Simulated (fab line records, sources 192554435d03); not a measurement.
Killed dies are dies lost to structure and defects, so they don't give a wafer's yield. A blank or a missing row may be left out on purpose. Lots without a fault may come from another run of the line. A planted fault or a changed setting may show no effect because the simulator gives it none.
Which tool did it? | flow n5_finfet | 14 lots, 40 wafers sampled, at 6 steps of a route of 1938

WHAT THE GAUGES READ, wafer by wafer
N5_BEOL_M2_THK_MEAS_53: measures by xrf.
lot  | measured     | on            | M2_THK (nm)
L249 | day 7 08:51  | film_metro-01 | 40.8 38.2 39.6
L251 | day 7 15:50  | film_metro-01 | 39.1 42.4 37.9
L252 | day 7 16:53  | film_metro-01 | 39.4 37.8 37.7
L253 | day 8 10:52  | film_metro-01 | 41.8 41.1 39.9
L254 | day 8 20:20  | film_metro-01 | 40.9 43.0 40.8
L255 | day 8 21:44  | film_metro-01 | 39.6 41.3 40.5
L256 | day 8 22:10  | film_metro-02 | 40.9 41.1 39.1
L258 | day 9 15:16  | film_metro-01 | 42.0 40.5 40.4
L261 | day 10 19:04 | film_metro-02 | 40.6 39.9 42.0
L268 | day 12 11:11 | film_metro-01 | 39.9 38.5 38.9
L265 | day 12 13:09 | film_metro-02 | 40.5 42.1
L269 | day 12 15:02 | film_metro-02 | 41.2 41.8 42.0
L266 | day 12 16:55 | film_metro-02 | 39.2 44.1 40.4
L271 | day 13 12:50 | film_metro-02 | 42.7 38.5

N5_BEOL_M3_THK_MEAS_01.
lot  | measured     | on            | M3_ILD_THK (nm)
L249 | day 7 09:15  | film_metro-02 | 78.9 78.1 79.6
L251 | day 7 16:16  | film_metro-01 | 76.5 80.8 78.6
L252 | day 7 17:17  | film_metro-02 | 79.3 78.4 79.3
L253 | day 8 11:15  | film_metro-01 | 78.7 79.6 80.9
L254 | day 8 20:44  | film_metro-01 | 78.1 79.1 79.0
L255 | day 8 22:08  | film_metro-01 | 77.5 79.0 78.8
L256 | day 8 22:33  | film_metro-02 | 77.6 77.5 81.1
L258 | day 9 15:40  | film_metro-02 | 78.5 50.7 79.1
L261 | day 10 19:31 | film_metro-02 | 78.7 77.0 50.3
L268 | day 12 11:34 | film_metro-01 | 77.4 76.9 79.9
L265 | day 12 13:32 | film_metro-02 | 76.8 78.4
L269 | day 12 15:25 | film_metro-02 | 77.8 77.9 78.4
L266 | day 12 17:19 | film_metro-01 | 79.5 78.9 80.9
L271 | day 13 13:13 | film_metro-02 | 79.7 79.0

N5_BEOL_M4_RC_MEAS_101.
lot  | measured     | on        | DIBL_N (mV/V)  | DIBL_P (mV/V)  | IOFF_N (nA/um) | IOFF_P (nA/um) | ION_N (uA/um) | ION_P (uA/um) | SS_N (mV/dec)  | SS_P (mV/dec)  | VT_N (mV)   | VT_P (mV)
L249 | day 8 17:01  | prober-01 | 34.4 33.4 35.9 | 34.0 33.2 36.3 | 0.15 0.13 0.18 | 0.20 0.17 0.23 | 677 665 684   | 472 455 463   | 70.9 70.7 71.7 | 73.2 73.0 73.2 | 249 250 245 | -249 -254 -247
L251 | day 9 01:14  | prober-01 | 39.2 38.1 39.9 | 39.5 37.7 41.7 | 0.23 0.19 0.27 | 0.27 0.23 0.32 | 705 689 712   | 473 468 482   | 71.8 72.9 72.1 | 74.0 73.8 74.1 | 243 248 242 | -247 -252 -243
L252 | day 9 10:15  | prober-02 | 37.4 38.0 35.2 | 34.9 36.7 31.8 | 0.14 0.16 0.11 | 0.19 0.21 0.15 | 667 666 652   | 458 458 450   | 71.9 71.9 70.9 | 73.1 73.1 71.9 | 251 249 257 | -251 -251 -256
L253 | day 9 13:08  | prober-02 | 39.4 35.0 35.1 | 39.2 33.6 34.5 | 0.25 0.14 0.15 | 0.30 0.21 0.23 | 694 656 679   | 472 460 471   | 72.9 71.2 70.9 | 73.9 72.8 73.0 | 243 252 248 | -246 -249 -248
L254 | day 9 18:03  | prober-02 | 34.4 35.4 35.9 | 33.7 35.4 35.8 | 0.13 0.14 0.15 | 0.19 0.21 0.22 | 676 668 673   | 468 460 464   | 71.2 71.7 71.1 | 73.0 72.4 73.9 | 254 252 248 | -252 -248 -246
L255 | day 9 18:40  | prober-01 | 35.8 37.4 35.7 | 37.3 38.3 36.9 | 0.16 0.17 0.15 | 0.21 0.22 0.19 | 681 670 680   | 466 460 468   | 70.9 71.6 71.0 | 72.9 73.8 73.2 | 252 250 251 | -251 -252 -253
L256 | day 9 19:36  | prober-01 | 34.2 36.8 38.3 | 34.9 37.7 39.7 | 0.13 0.17 0.22 | 0.18 0.24 0.27 | 669 677 696   | 460 465 475   | 71.1 71.3 72.6 | 72.9 73.5 73.5 | 252 246 242 | -253 -247 -247
L258 | day 10 16:29 | prober-02 | 34.7 35.5      | 33.7 35.8      | 0.13 0.15      | 0.19 0.24      | 662 671       | 458 467       | 70.9 71.3      | 71.9 73.0      | 251 251     | -248 -245
L261 | day 11 14:58 | prober-02 | 40.0 37.1      | 39.4 37.3      | 0.23 0.16      | 0.28 0.25      | 675 670       | 465 464       | 73.4 72.4      | 73.5 72.5      | 246 252     | -245 -247
L268 | day 14 01:07 | prober-02 | 38.3 37.0 36.4 | 36.8 34.8 35.6 | 0.17 0.15 0.15 | 0.22 0.20 0.21 | 676 687 677   | 462 465 474   | 71.4 71.8 71.5 | 73.8 72.7 73.0 | 248 250 250 | -248 -249 -249
L265 | day 13 17:26 | prober-01 | 39.4 39.5      | 40.3 40.7      | 0.22 0.21      | 0.30 0.31      | 684 675       | 479 470       | 73.5 72.4      | 74.3 74.2      | 247 250     | -246 -244
L269 | day 14 21:18 | prober-02 | 35.5 36.6 38.1 | 36.1 37.3 39.4 | 0.15 0.17 0.23 | 0.19 0.22 0.26 | 678 667 704   | 459 457 473   | 71.7 71.9 72.0 | 73.9 74.1 74.4 | 251 248 242 | -252 -249 -248
L266 | day 14 04:46 | prober-01 | 36.4 36.9 35.1 | 38.7 39.7 37.1 | 0.18 0.18 0.15 | 0.25 0.26 0.23 | 686 690 674   | 472 480 469   | 72.6 72.1 72.0 | 73.6 73.6 73.0 | 246 247 250 | -246 -245 -249
L271 | day 15 00:02 | prober-02 | 37.5 38.1      | 36.9 37.8      | 0.18 0.20      | 0.25 0.27      | 675 677       | 466 463       | 72.0 72.2      | 73.6 74.2      | 251 248     | -249 -245

WHICH TOOL RAN EACH LOT (tool, then ch and the chambers of the sampled wafers, then the start)
lot  | N5_BEOL_M2_SPUTTER_92        | N5_BEOL_M2_ANNEAL_95         | N5_BEOL_M3_ILD_DEP_00
L249 | pvd_sputter-02, day 7 07:37  | pvd_sputter-02, day 7 07:55  | pecvd-01 ch 0,1, day 7 09:11
L251 | pvd_sputter-02, day 7 14:37  | pvd_sputter-02, day 7 14:55  | pecvd-01 ch 0,1,2, day 7 16:12
L252 | pvd_sputter-03, day 7 15:08  | pvd_sputter-03, day 7 15:44  | pecvd-02 ch 0,1, day 7 17:13
L253 | pvd_sputter-01, day 8 09:38  | pvd_sputter-01, day 8 09:56  | pecvd-01 ch 0,1,2, day 8 11:11
L254 | pvd_sputter-01, day 8 19:05  | pvd_sputter-01, day 8 19:23  | pecvd-02 ch 0,2, day 8 20:40
L255 | pvd_sputter-02, day 8 20:31  | pvd_sputter-02, day 8 20:49  | pecvd-02 ch 0,2, day 8 22:04
L256 | pvd_sputter-01, day 8 20:55  | pvd_sputter-01, day 8 21:13  | pecvd-01 ch 0,1,2, day 8 22:29
L258 | pvd_sputter-02, day 9 14:02  | pvd_sputter-02, day 9 14:20  | pecvd-01 ch 0,2, day 9 15:35
L261 | pvd_sputter-03, day 10 17:33 | pvd_sputter-03, day 10 17:51 | pecvd-01 ch 0,2, day 10 19:25
L268 | pvd_sputter-02, day 12 09:58 | pvd_sputter-02, day 12 10:16 | pecvd-02 ch 0,1,2, day 12 11:31
L265 | pvd_sputter-03, day 12 11:55 | pvd_sputter-03, day 12 12:13 | pecvd-02 ch 2, day 12 13:28
L269 | pvd_sputter-03, day 12 13:48 | pvd_sputter-03, day 12 14:06 | pecvd-02 ch 0,2, day 12 15:21
L266 | pvd_sputter-03, day 12 15:41 | pvd_sputter-03, day 12 15:59 | pecvd-02 ch 0,1,2, day 12 17:15
L271 | pvd_sputter-03, day 13 11:36 | pvd_sputter-03, day 13 11:54 | pecvd-04 ch 1,2, day 13 13:09
- N5_BEOL_M2_SPUTTER_92: material Cu, target thk 4.5 nm, time 8.29 s.
- N5_BEOL_M2_ANNEAL_95: time 240 s.
- N5_BEOL_M3_ILD_DEP_00: deposits SiOC from DEMS/O2, target thk 79 nm, time 15.3 s.

WHAT THE TOOLS THEMSELVES READ (means of the sampled wafers that have a number; where no wafer has one, the mark that the record gives instead)
N5_BEOL_M2_SPUTTER_92.
lot  | tool           | throttle_valve_pct (%)
L249 | pvd_sputter-02 | 29.2
L251 | pvd_sputter-02 | 29.0
L252 | pvd_sputter-03 | 30.7
L253 | pvd_sputter-01 | 31.2
L254 | pvd_sputter-01 | 30.8
L255 | pvd_sputter-02 | 29.1
L256 | pvd_sputter-01 | 31.1
L258 | pvd_sputter-02 | 29.3
L261 | pvd_sputter-03 | 30.9
L268 | pvd_sputter-02 | 29.1
L265 | pvd_sputter-03 | 30.2
L269 | pvd_sputter-03 | 31.6
L266 | pvd_sputter-03 | 30.6
L271 | pvd_sputter-03 | 30.2

N5_BEOL_M2_ANNEAL_95.
lot  | tool           | heater_power_w (W)
L249 | pvd_sputter-02 | 855
L251 | pvd_sputter-02 | 810
L252 | pvd_sputter-03 | 818
L253 | pvd_sputter-01 | 830
L254 | pvd_sputter-01 | 812
L255 | pvd_sputter-02 | 837
L256 | pvd_sputter-01 | 827
L258 | pvd_sputter-02 | 834
L261 | pvd_sputter-03 | 839
L268 | pvd_sputter-02 | 811
L265 | pvd_sputter-03 | 737
L269 | pvd_sputter-03 | 867
L266 | pvd_sputter-03 | 812
L271 | pvd_sputter-03 | 790

N5_BEOL_M3_ILD_DEP_00.
lot  | tool     | heater_power_w (W) | showerhead_plenum_p_Torr (Torr) | throttle_valve_pct (%)
L249 | pecvd-01 | 566                | 5.695                           | 12.1
L251 | pecvd-01 | 509                | 5.699                           | 11.9
L252 | pecvd-02 | 429                | 5.701                           | 12.3
L253 | pecvd-01 | 536                | 5.702                           | 11.9
L254 | pecvd-02 | 393                | 5.704                           | 12.0
L255 | pecvd-02 | 421                | 5.699                           | 12.2
L256 | pecvd-01 | 489                | 5.710                           | 11.9
L258 | pecvd-01 | 495                | 5.691                           | 12.2
L261 | pecvd-01 | 516                | 5.693                           | 11.9
L268 | pecvd-02 | 454                | 5.705                           | 12.3
L265 | pecvd-02 | 455                | 5.694                           | 11.4
L269 | pecvd-02 | 409                | 5.695                           | 11.8
L266 | pecvd-02 | 435                | 5.694                           | 12.2
L271 | pecvd-04 | 531                | 5.714                           | 12.2

THE ANSWER, worked out from the rows above alone
Rule: what is usual is taken from the lots themselves. Put in order of their means at a reading, lots are off if they are a third of the lots or fewer, leave a main group of 4 or more, and stand apart from it by a gap of 3 or more times the standard deviation of the main group's means; of several such gaps the widest counts. A main group whose means are all the same, to the digits that the tables above print for the reading, isn't used. A lot without any number at a reading at which 4 lots or more have one is off too. The other lots that the step has rows for count as sound. The gauges are gone through in route order, then the tools' own readings, and for those a lot's mean is taken as printed above. The first step at which some lot is off is used, and at that step the reading that is off furthest; a lot without a number counts as furthest.
Off: L258, L261, at N5_BEOL_M3_THK_MEAS_01 (M3_ILD_THK). The main group: mean 78.7 nm, standard deviation 0.64.
A tool fits if, at a process step before that reading, it ran every lot that is off, and no sound lot after the first of them. The gauges at N5_BEOL_M3_THK_MEAS_01 are tried like those tools. One fits: pecvd-01 at N5_BEOL_M3_ILD_DEP_00. Its last sound lot is L256 (day 8 22:29), its first lot that is off L258 (day 9 15:35): a fault that began between those two fits.

WHAT THE SIMULATOR HAD PUT IN
Process parameter drift: pecvd-01, from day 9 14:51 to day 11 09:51, at N5_BEOL_M3_ILD_DEP_00. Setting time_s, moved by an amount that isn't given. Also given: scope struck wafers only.
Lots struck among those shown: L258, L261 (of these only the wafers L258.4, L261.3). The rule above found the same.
